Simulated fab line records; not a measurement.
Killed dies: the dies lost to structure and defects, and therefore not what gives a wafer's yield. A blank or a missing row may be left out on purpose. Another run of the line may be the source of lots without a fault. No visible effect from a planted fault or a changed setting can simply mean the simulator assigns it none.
Lot-split experiment | flow n5Finfet | 21 wafers read across 7 lots, on a route 1938 steps long

== THE SPLIT ==
At N5_SD_EPI_P_COAT_34 (time 60 s, resist thk 350 nm), the setting spinRpm was moved away from the recipe's 1500 rpm on 3 of the 21 wafers read, by -10.2% to +7.0%. All remaining wafers had this setting at the recipe value.

The reading comes from the split's own step.

== THE READING ==
SOC_of_SD_EPI_P_COAT_34.thkNm (the simulator's own value, which no gauge read), in nm, at N5_SD_EPI_P_COAT_34 (time 60 s, resist thk 350 nm). The file does not state a usual value for it. The 18 wafers here that ran the recipe average 350.5 nm, standard deviation 1.2 nm.

wafer  | tool, chamber at the split | spinRpm as run, rpm | against the recipe | SOC_of_SD_EPI_P_COAT_34.thkNm, nm | against lot-mates on the recipe
L074.2 | lithoTrack-04, 0           | 1605                | +7.0%              | 337.6                             | -13.2
L074.3 | lithoTrack-04, 0           | 1500                | recipe             | 350.8                             | -
L074.4 | lithoTrack-04, 0           | 1605                | +7.0%              | 337.8                             | -13.0
L075.4 | lithoTrack-04, 0           | 1500                | recipe             | 351.2                             | -
L075.5 | lithoTrack-04, 0           | 1500                | recipe             | 352.2                             | -
L075.6 | lithoTrack-04, 0           | 1347                | -10.2%             | 370.2                             | +18.5
L078.1 | lithoTrack-02, 0           | 1500                | recipe             | 348.8                             | -
L078.2 | lithoTrack-02, 0           | 1500                | recipe             | 349.8                             | -
L078.5 | lithoTrack-02, 0           | 1500                | recipe             | 349.4                             | -
L080.2 | lithoTrack-03, 0           | 1500                | recipe             | 350                               | -
L080.5 | lithoTrack-03, 0           | 1500                | recipe             | 348.4                             | -
L080.6 | lithoTrack-03, 0           | 1500                | recipe             | 348.8                             | -
L086.2 | lithoTrack-04, 0           | 1500                | recipe             | 352                               | -
L086.5 | lithoTrack-04, 0           | 1500                | recipe             | 352                               | -
L086.3 | lithoTrack-04, 0           | 1500                | recipe             | 351.8                             | -
L092.1 | lithoTrack-03, 0           | 1500                | recipe             | 350.4                             | -
L092.5 | lithoTrack-03, 0           | 1500                | recipe             | 350                               | -
L092.6 | lithoTrack-03, 0           | 1500                | recipe             | 351.6                             | -
L093.1 | lithoTrack-02, 0           | 1500                | recipe             | 351                               | -
L093.2 | lithoTrack-02, 0           | 1500                | recipe             | 350                               | -
L093.6 | lithoTrack-02, 0           | 1500                | recipe             | 350.2                             | -

THE FIT
A straight line over all 21 wafers: SOC_of_SD_EPI_P_COAT_34.thkNm changes by -1.88 nm for each +1% of spinRpm; r = -0.98; the points scatter about the line by 1.1 nm.
The same after taking each lot's own level away (the mean of its wafers on the recipe; 21 wafers): -1.84 nm for each +1%; r = -1.00; scatter 0.49 nm.
According to that fit, moving spinRpm by its largest amount changes the reading by 19 nm.
Across the lots, their own levels run from 349.07 to 351.93 nm, a range of 2.5 times the standard deviation given above.
Hence the lot-to-lot level has little effect on the slope; both slopes agree.
Check: for one of the wafers moved furthest among these (-10.2%), held out of the fit, the line's prediction against its lot-mates is +19.1 nm. Against them it came out at +18.5 nm.

== THESE WAFERS: OTHER SPLITS ==
Other splits were also applied to these wafers ahead of the reading. Each is held against what the fit with the lots' levels taken away leaves over:
other split on the same wafers | wafers away from the commonest value | r with SOC_of_SD_EPI_P_COAT_34.thkNm (lot level and that fit taken away)
N5_ZERO_LAYER_PECVD_02 timeS   | 7                                    | -0.17
N5_ZERO_LAYER_EXPOSE_08 doseMj | 7                                    | -0.06
N5_WELL_APT_COAT_19 spinRpm    | 10                                   | +0.36
N5_FIN_SAQP_COAT_49 spinRpm    | 6                                    | +0.03
N5_FIN_SAQP_DESCUM_21 timeS    | 7                                    | -0.35
N5_FIN_CUT_ETCH_21 biasW       | 4                                    | +0.26
N5_DUMMY_GATE_COAT_28 spinRpm  | 8                                    | +0.00

== FILE'S OWN FIT ==
SOC_of_SD_EPI_P_COAT_34.thkNm changes by -1.83 nm for each +1% of spinRpm, r = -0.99.
